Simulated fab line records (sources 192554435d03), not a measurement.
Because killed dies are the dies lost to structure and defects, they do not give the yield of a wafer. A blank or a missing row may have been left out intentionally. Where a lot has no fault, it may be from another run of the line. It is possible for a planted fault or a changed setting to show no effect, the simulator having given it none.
fab line records ; flow n5-finfet
[record] lots = 6; wafers = 18; last-day = 17
route steps=1938 shown FIN_SAQP@97 BEOL_M4@1111 PASSIVATION@1936
lots that met no fault: taken from a fault-free run of the same line
start-h: the number of hours between the record's first day and the start of the first shown wafer of the lot ; wait-h: hours elapsed since this lot's preceding step ; " same as the row above ; L1.1+2: several wafers, shown together as one row ; - no value, or no start given ; * or withheld: withheld ; < > ~ a bound
route shown NAME@n: a module of which the file shows steps, and the number in the route of the first ; usual: average and standard deviation across the fault-free wafers ; same: alike in all rows ; chamber/n: place in a boat ; sites: readings site by site ; _std_site: standard deviation of those values ; _edge_site: the outer-site mean with the inner-site mean subtracted ; radius-mm: for every site, how far away it sits from the centre of the wafer ; mask NAME#n: copy n ; behind: the most recent tool/chamber to have shaped the wafer ; hold: reason for holding the lot/hours on hold/outcome of the hold ; device: names the non-switching transistor (n, p or np) ; end of line: tests of these same wafers at the route's end ; a step without rows: its recipe alone ; killed: dies that structure and defects cost at the first sort, which is not the same as the wafer's yield ; map: shows each die of a wafer: x if killed, . if not, _ if none is there
set.NAME: the setting that was run; set.NAME@STEP: the one run at that earlier step ; model.NAME: the simulator's own value behind a step, which no gauge read
lots seen at some steps along the route; tables by step, rows by wafer
services: when a tool's chamber went out of use (start-h, in hours from the record's first day, below 0 if earlier), for how many hours, and the reason
[[steps]]
[step N5_FIN_SAQP_THK_MEAS_05]
[usual] thk-nm = 38.0/0.51
lot.wafer;tool;chamber;start-h;wait-h;thk-nm
L783.2;film-metro-02;-;20.92;0.1;38.0
L783.3;film-metro-02;-;20.92;0.1;37.8
L783.5;film-metro-02;-;20.92;0.1;37.8
L786.3;film-metro-02;-;39.73;0.1;38.5
L786.5;film-metro-02;-;39.73;0.1;38.5
L786.6;film-metro-02;-;39.73;0.1;39.0
L789.1;film-metro-02;-;57.80;0.1;37.3
L789.5;film-metro-02;-;57.80;0.1;37.9
L789.6;film-metro-02;-;57.80;0.1;37.7
L792.1;film-metro-01;-;75.16;0.1;37.6
L792.3;film-metro-01;-;75.16;0.1;36.9
L792.4;film-metro-01;-;75.16;0.1;38.3
L803.1;film-metro-01;-;141.50;0.1;37.2
L803.2;film-metro-01;-;141.50;0.1;37.4
L803.3;film-metro-01;-;141.50;0.1;37.7
L804.2;film-metro-01;-;147.99;0.1;37.9
L804.4;film-metro-01;-;147.99;0.1;38.1
L804.5;film-metro-01;-;147.99;0.1;38.3
[step N5_FIN_SAQP_PECVD_47]
[recipe] material = a-Si; target-thk-a = 450; temp-c = 400; precursor = SiH4/He; pressure-torr = 3; rf-w = 100; time-s = 36.3
[usual] chamber-pressure-Torr = 3.001/0.0066; heater-power-w = 839/85; showerhead-plenum-p-Torr = 5.66/0.044; throttle-valve-pct = 17.8/0.73
lot.wafer;tool;chamber;start-h;wait-h;chamber-pressure-Torr;heater-power-w;showerhead-plenum-p-Torr;throttle-valve-pct
L783.2;pecvd-04;2;20.95;0.0;2.995;899;5.64;17.4
L783.3;pecvd-04;1;20.95;0.0;2.998;943;5.68;17.5
L783.5;pecvd-04;1;20.95;0.0;2.999;934;5.67;17.6
L786.3;pecvd-03;0;39.76;0.0;3.005;859;5.64;18.3
L786.5;pecvd-03;0;39.76;0.0;3.006;863;5.63;18.3
L786.6;pecvd-03;2;39.76;0.0;2.997;849;5.62;17.2
L789.1;pecvd-04;2;57.84;0.0;2.994;896;5.65;17.5
L789.5;pecvd-04;2;57.84;0.0;2.997;879;5.63;17.8
L789.6;pecvd-04;0;57.84;0.0;3.006;818;5.65;18.1
L792.1;pecvd-01;2;75.20;0.0;3.001;758;5.60;16.4
L792.3;pecvd-01;0;75.20;0.0;3.004;724;5.75;18.7
L792.4;pecvd-01;0;75.20;0.0;2.996;721;5.75;19.1
L803.1;pecvd-04;1;141.54;0.0;3.009;922;5.68;17.6
L803.2;pecvd-04;0;141.54;0.0;2.994;875;5.65;18.4
L803.3;pecvd-04;1;141.54;0.0;3.003;909;5.69;17.3
L804.2;pecvd-04;0;148.02;0.0;3.005;947;5.67;17.8
L804.4;pecvd-04;0;148.02;0.0;3.004;946;5.67;18.3
L804.5;pecvd-04;0;148.02;0.0;2.999;946;5.67;18.5
[step N5_FIN_SAQP_PECVD_48]
[recipe] material = SiNx; target-thk-a = 250; temp-c = 400; precursor = SiH4/NH3/N2; pressure-torr = 1.5; rf-w = 300; time-s = 22.1
[usual] chamber-pressure-Torr = 1.4999/0.003; heater-power-w = 765/77; showerhead-plenum-p-Torr = 5.13/0.059; throttle-valve-pct = 38.9/1.7
lot.wafer;tool;chamber;start-h;wait-h;chamber-pressure-Torr;heater-power-w;showerhead-plenum-p-Torr;throttle-valve-pct
L783.2;pecvd-04;2;21.00;0.0;1.5001;891;5.13;38.2
L783.3;pecvd-04;1;21.00;0.0;1.5066;952;5.15;38.3
L783.5;pecvd-04;1;21.00;0.0;1.4987;957;5.15;38.2
L786.3;pecvd-03;0;39.80;0.0;1.5015;752;5.11;40.0
L786.5;pecvd-03;0;39.80;0.0;1.5029;763;5.11;39.9
L786.6;pecvd-03;2;39.80;0.0;1.4981;760;5.06;37.6
L789.1;pecvd-04;2;57.88;0.0;1.4996;863;5.11;38.2
L789.5;pecvd-04;2;57.88;0.0;1.4966;880;5.13;38.1
L789.6;pecvd-04;0;57.88;0.0;1.5011;805;5.13;39.9
L792.1;pecvd-01;2;75.24;0.0;1.5032;748;5.04;35.2
L792.3;pecvd-01;0;75.24;0.0;1.4999;778;5.27;41.0
L792.4;pecvd-01;0;75.24;0.0;1.5006;787;5.27;41.0
L803.1;pecvd-04;1;141.60;0.0;1.5026;889;5.17;38.4
L803.2;pecvd-04;0;141.60;0.0;1.5015;754;5.14;39.8
L803.3;pecvd-04;1;141.60;0.0;1.5025;890;5.15;38.1
L804.2;pecvd-04;0;148.09;0.0;1.4991;725;5.13;40.0
L804.4;pecvd-04;0;148.09;0.0;1.4923;734;5.13;39.8
L804.5;pecvd-04;0;148.09;0.0;1.4957;738;5.13;40.0
[step N5_FIN_SAQP_PECVD_06]
[recipe] material = a-Si; target-thk-a = 600; temp-c = 400; precursor = SiH4/He; pressure-torr = 3; rf-w = 100; time-s = 48.1
[usual] chamber-pressure-Torr = 2.999/0.0061; heater-power-w = 837/83; showerhead-plenum-p-Torr = 5.66/0.044; throttle-valve-pct = 17.8/0.76
lot.wafer;tool;chamber;start-h;wait-h;chamber-pressure-Torr;heater-power-w;showerhead-plenum-p-Torr;throttle-valve-pct
L783.2;pecvd-04;2;21.04;0.0;2.985;847;5.65;17.2
L783.3;pecvd-04;1;21.04;0.0;3.005;1004;5.68;17.2
L783.5;pecvd-04;1;21.04;0.0;3.012;1013;5.69;17.6
L786.3;pecvd-03;0;39.84;0.0;2.993;863;5.65;18.4
L786.5;pecvd-03;0;39.84;0.0;2.993;854;5.63;18.2
L786.6;pecvd-03;2;39.84;0.0;3.005;863;5.61;17.3
L789.1;pecvd-04;2;57.92;0.0;3.007;951;5.66;17.5
L789.5;pecvd-04;2;57.92;0.0;2.998;965;5.65;17.6
L789.6;pecvd-04;0;57.92;0.0;2.995;923;5.68;18.3
L792.1;pecvd-01;2;75.28;0.0;3.007;787;5.60;16.4
L792.3;pecvd-01;0;75.28;0.0;2.999;844;5.76;18.8
L792.4;pecvd-01;0;75.28;0.0;2.996;833;5.75;18.7
L803.1;pecvd-04;1;141.66;0.0;2.995;1017;5.67;17.2
L803.2;pecvd-04;0;141.66;0.0;3.002;881;5.65;18.2
L803.3;pecvd-04;1;141.66;0.0;2.990;1012;5.66;17.3
L804.2;pecvd-04;0;148.14;0.0;2.996;943;5.66;18.1
L804.4;pecvd-04;0;148.14;0.0;2.986;953;5.67;18.1
L804.5;pecvd-04;0;148.14;0.0;2.994;947;5.65;18.2
[step N5_FIN_SAQP_THK_MEAS_07]
[usual] thk-nm = 60.2/0.84
lot.wafer;tool;chamber;start-h;wait-h;thk-nm
L783.2;film-metro-01;-;21.13;0.1;60.4
L783.3;film-metro-01;-;21.13;0.1;59.4
L783.5;film-metro-01;-;21.13;0.1;59.6
L786.3;film-metro-02;-;39.93;0.1;59.6
L786.5;film-metro-02;-;39.93;0.1;60.3
L786.6;film-metro-02;-;39.93;0.1;61.0
L789.1;film-metro-01;-;58.01;0.1;61.1
L789.5;film-metro-01;-;58.01;0.1;62.1
L789.6;film-metro-01;-;58.01;0.1;62.5
L792.1;film-metro-01;-;75.37;0.1;59.2
L792.3;film-metro-01;-;75.37;0.1;59.6
L792.4;film-metro-01;-;75.37;0.1;60.6
L803.1;film-metro-02;-;141.78;0.1;58.9
L803.2;film-metro-02;-;141.78;0.1;61.0
L803.3;film-metro-02;-;141.78;0.1;60.0
L804.2;film-metro-02;-;148.26;0.1;60.5
L804.4;film-metro-02;-;148.26;0.1;61.5
L804.5;film-metro-02;-;148.26;0.1;61.7
[step N5_FIN_SAQP_HM_DEP_72]
[recipe] material = SiO2; target-thk-a = 120; temp-c = 400; precursor = SiH4/N2O; pressure-torr = 0.75; rf-w = 275; time-s = 7.2
[usual] chamber-pressure-Torr = 0.7499/0.0017; heater-power-w = 771/84; showerhead-plenum-p-Torr = 8.12/0.13
lot.wafer;tool;chamber;start-h;wait-h;chamber-pressure-Torr;heater-power-w;showerhead-plenum-p-Torr
L783.2;pecvd-03;1;21.16;0.0;0.7531;735;8.10
L783.3;pecvd-03;0;21.16;0.0;0.7476;746;8.09
L783.5;pecvd-03;2;21.16;0.0;0.7517;745;7.98
L786.3;pecvd-04;2;39.97;0.0;0.7466;840;8.08
L786.5;pecvd-04;1;39.97;0.0;0.7490;959;8.17
L786.6;pecvd-04;0;39.97;0.0;0.7506;820;8.13
L789.1;pecvd-01;0;58.04;0.0;0.7482;793;8.41
L789.5;pecvd-01;0;58.04;0.0;0.7477;814;8.42
L789.6;pecvd-01;1;58.04;0.0;0.7475;660;8.15
L792.1;pecvd-03;1;75.40;0.0;0.7508;722;8.12
L792.3;pecvd-03;0;75.40;0.0;0.7495;696;8.09
L792.4;pecvd-03;0;75.40;0.0;0.7487;726;8.10
L803.1;pecvd-03;0;141.81;0.0;0.7485;743;8.08
L803.2;pecvd-03;2;141.81;0.0;0.7490;811;8.01
L803.3;pecvd-03;1;141.81;0.0;0.7535;671;8.12
L804.2;pecvd-01;1;148.30;0.0;0.7467;715;8.13
L804.4;pecvd-01;0;148.30;0.0;0.7503;778;8.41
L804.5;pecvd-01;1;148.30;0.0;0.7478;748;8.12
[step N5_FIN_SAQP_COAT_49]
[recipe] resist = SOC; temp-c = 250; time-s = 60; spin-rpm = 1500; resist-thk-nm = 100
[step N5_FIN_SAQP_COAT_50]
[recipe] resist = SiARC; temp-c = 220; time-s = 60; spin-rpm = 1500; resist-thk-nm = 35
[step N5_FIN_SAQP_COAT_10]
[recipe] resist = CAR-ArF; spin-rpm = 1500; resist-thk-nm = 90
[step N5_FIN_SAQP_EBR_12]
[recipe] solvent = PGMEA; ebr-width-mm = 1.5
[step N5_FIN_SAQP_SOFTBAKE_11]
[recipe] temp-c = 110; time-s = 60; resist = CAR-ArF
[step N5_FIN_SAQP_EXPOSE_13]
[recipe] mask-id = FIN_CORE; na = 1.35; source-shape = dipole; sigma-inner = 0.538; sigma-outer = 0.738; polarization = te; target-cd-nm = 35.6; dose-mj = 63.25
[step N5_FIN_SAQP_PEB_14]
[recipe] peb-temp-c = withheld; peb-time-s = 60; resist = CAR-ArF
lot.wafer;tool;chamber;start-h;wait-h
L783.2+3+5;litho-track-01;0;21.54;0.0
L786.3+5+6;litho-track-03;0;40.23;0.0
L789.1+5+6;litho-track-01;0;58.30;0.1
L792.1+3+4;litho-track-01;0;76.49;0.1
L803.1+2+3;litho-track-05;0;142.07;0.1
L804.2+4+5;litho-track-05;0;148.68;0.0
[step N5_FIN_SAQP_DEVELOP_15]
[recipe] develop-time-s = 30; developer = TMAH; resist = CAR-ArF; dev-temp-c = 23; rinse-liquid = diw; dry = air-spin
[step N5_FIN_SAQP_CD_MEAS_16]
[recipe] target-cd-nm = 35.6; landing-energy-ev = 500; detector = se-inlens
[usual] cd-nm = 35.7/0.33
lot.wafer;tool;chamber;start-h;wait-h;cd-nm
L783.2;cd-sem-01;0;21.61;-;35.9
L783.3;cd-sem-01;0;21.61;-;35.4
L783.5;cd-sem-01;0;21.61;-;35.8
L786.3;cd-sem-02;0;40.30;-;35.8
L786.5;cd-sem-02;0;40.30;-;35.5
L786.6;cd-sem-02;0;40.30;-;35.5
L789.1;cd-sem-02;0;58.37;-;33.2
L789.5;cd-sem-02;0;58.37;-;33.2
L789.6;cd-sem-02;0;58.37;-;33.3
L792.1;cd-sem-01;0;76.56;-;34.1
L792.3;cd-sem-01;0;76.56;-;33.6
L792.4;cd-sem-01;0;76.56;-;34.1
L803.1;cd-sem-03;0;142.14;-;35.5
L803.2;cd-sem-03;0;142.14;-;35.2
L803.3;cd-sem-03;0;142.14;-;35.4
L804.2;cd-sem-01;0;148.75;-;35.8
L804.4;cd-sem-01;0;148.75;-;35.4
L804.5;cd-sem-01;0;148.75;-;35.8
[step N5_FIN_SAQP_OVL_MEAS_17]
[recipe] points-per-wafer = 44
[usual] FIN_CORE_OVL = -0.1/0.88
lot.wafer;tool;chamber;start-h;wait-h;FIN_CORE_OVL[nm]
L783.2;overlay-01;0;21.65;0.0;-1.3
L783.3;overlay-01;0;21.65;0.0;0.6
L783.5;overlay-01;0;21.65;0.0;-0.1
L786.3;overlay-01;0;40.33;0.0;-1.1
L786.5;overlay-01;0;40.33;0.0;-0.5
L786.6;overlay-01;0;40.33;0.0;-0.8
L789.1;overlay-01;0;58.41;0.0;-0.8
L789.5;overlay-01;0;58.41;0.0;-0.8
L789.6;overlay-01;0;58.41;0.0;-0.1
L792.1;overlay-02;0;76.60;0.0;-0.2
L792.3;overlay-02;0;76.60;0.0;0.1
L792.4;overlay-02;0;76.60;0.0;-1.2
L803.1;overlay-02;0;142.18;0.0;0.7
L803.2;overlay-02;0;142.18;0.0;1.2
L803.3;overlay-02;0;142.18;0.0;0.8
L804.2;overlay-02;0;148.79;0.0;0.9
L804.4;overlay-02;0;148.79;0.0;-0.9
L804.5;overlay-02;0;148.79;0.0;-0.6
[step N5_BEOL_M4_RC_MEAS_101]
[usual] DIBL_N = 36.1/1.6; DIBL_P = 35.7/1.8; IOFF_N = 0.159/0.027; IOFF_P = 0.21/0.03; ION_N = 673/10; ION_P = 462/7.4; SS_N = 71.4/0.56; SS_P = 73.2/0.61; VT_N = 249.7/3; VT_P = -250/3.1
lot.wafer;tool;chamber;start-h;wait-h;DIBL_N[mV/V];DIBL_P[mV/V];IOFF_N[nA/um];IOFF_P[nA/um];ION_N[uA/um];ION_P[uA/um];SS_N[mV/dec];SS_P[mV/dec];VT_N[mV];VT_P[mV]
L783.2;prober-01;0;166.40;0.2;34.2;34.7;0.137;0.22;668;466;71.4;73.6;250.1;-248
L783.3;prober-01;0;166.40;0.2;33.8;34.9;0.132;0.22;666;464;71.6;72.7;251.5;-249
L783.5;prober-01;0;166.40;0.2;34.9;36.6;0.157;0.25;673;471;72.0;73.6;248.1;-244
L786.3;prober-02;0;183.41;0.3;34.8;31.8;0.148;0.21;670;467;71.1;73.0;248.4;-247
L786.5;prober-02;0;183.41;0.3;35.4;33.2;0.164;0.24;679;471;71.2;72.8;247.5;-244
L786.6;prober-02;0;183.41;0.3;36.4;34.3;0.176;0.26;679;466;71.6;73.2;246.5;-245
L789.1;prober-02;0;198.77;0.0;37.3;38.1;0.178;0.21;679;456;72.1;73.0;250.8;-250
L789.5;prober-02;0;198.77;0.0;37.5;37.3;0.171;0.20;664;451;72.0;74.0;252.9;-254
L789.6;prober-02;0;198.77;0.0;35.7;36.6;0.153;0.19;673;456;71.6;72.8;252.4;-253
L792.1;prober-02;0;220.72;0.0;35.0;34.5;0.155;0.19;666;451;71.8;73.2;247.7;-251
L792.3;prober-02;0;220.72;0.0;35.5;35.5;0.153;0.19;673;463;71.5;73.1;250.3;-252
L792.4;prober-02;0;220.72;0.0;36.4;35.6;0.173;0.20;677;459;72.1;73.8;249.8;-251
L803.1;prober-01;0;304.67;0.0;34.5;34.4;0.130;0.18;676;463;70.3;73.3;251.6;-252
L803.2;prober-01;0;304.67;0.0;36.7;37.2;0.165;0.21;676;458;71.2;72.8;249.1;-252
L803.3;prober-01;0;304.67;0.0;34.7;34.5;0.119;0.17;648;443;71.1;72.5;251.2;-254
L804.2;prober-01;0;309.41;0.2;33.5;33.4;0.125;0.17;674;463;71.4;72.5;253.5;-253
L804.4;prober-01;0;309.41;0.2;36.8;37.8;0.185;0.24;687;469;71.3;73.4;248.2;-248
L804.5;prober-01;0;309.41;0.2;33.9;33.7;0.131;0.17;674;459;71.1;72.3;248.2;-253
[step N5_PASSIVATION_PROBE_49]
[usual] defect-limited-yield = 91.0/1.3; killed_at_M0_to_M3 = 33/10; killed_at_M4_up = 14/5.6; killed-at-contacts = 12/5.8; killed-at-front-end = 43/11; killed-at-other = 4.1/2.8; killed-dies = 106/15; killed-open = 70/12; killed-short = 34/7.5; sort_bin_5_function = 5.3/0.88; sort_bin_6_memory = 3.3/0.64; sort_bin_8_speed = 0.00/0.016; sort-n-pass = 1074/15; sort-yield-pct = 91.0/1.3
[same] gross-dies = 1180; killed-at-back-side = 0; sort_bin_4_leakage[%] = 0
lot.wafer;tool;chamber;start-h;wait-h;defect-limited-yield[%];killed_at_M0_to_M3;killed_at_M4_up;killed-at-contacts;killed-at-front-end;killed-at-other;killed-dies;killed-open;killed-short;sort_bin_5_function[%];sort_bin_6_memory[%];sort_bin_8_speed[%];sort-n-pass;sort-yield-pct[%]
L789.5;prober-02;-;303.64;0.2;90.2;30;22;12;45;7;116;81;32;5.1;4.5;0;1064;90.2
// killed by level:class
L789.5 STI_FIN_REVEAL:geometric-particle:open=19 MOL_CONTACT_COAG:geometric-particle:open=9 BEOL_M0_SAQP:geometric-particle:open=9 BEOL_M4:geometric-particle:open=8 STI_FIN_REVEAL:geometric-particle:short=5 STARTING-WAFER:geometric-particle:short=5 BEOL_M0_SAQP:geometric-particle:short=4 BEOL_M0:geometric-particle:open=4
[[services]]
tool;chamber;start-h;hours;kind
pecvd-03;0;0.22;6.6;repair
pecvd-04;-;10.86;1.2;repair
pecvd-01;0;35.32;5.5;scheduled-down
litho-track-05;-;59.23;-;consumable-replace:filter
pecvd-04;-;106.11;2.8;pm
pecvd-04;1;125.18;5.5;scheduled-down
litho-track-03;-;133.92;-;consumable-replace:filter
pecvd-04;2;138.79;-;clean
pecvd-04;2;138.79;29.5;scheduled-down
pecvd-04;2;138.79;29.5;vent-cycle
pecvd-03;-;146.85;5.5;pm
[[key]]
[first-sign] step = N5_FIN_SAQP_CD_MEAS_16; reading = cd-nm; direction = down; sigmas = 6.3; usual = 35.7; struck = 33.6; through = control-loop
effect none on later readings
met-at N5_FIN_SAQP_PEB_14
struck-wafers L789.1,L789.5,L789.6,L792.1,L792.3,L792.4
[loop-trim] step = N5_FIN_SAQP_EXPOSE_13; setting = dose; lots = L792
onset-between 21.54 58.30
[fault] kind = process-parameter-drift; tool = litho-track-01; chamber = -; onset-h = 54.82; steps = N5_FIN_SAQP_PEB_14; channel = peb-temp-c; offset = withheld; shape = step; end-h = 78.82; acts-in = *
// loop-trim: a control loop set the setting to another value than it would have without faults
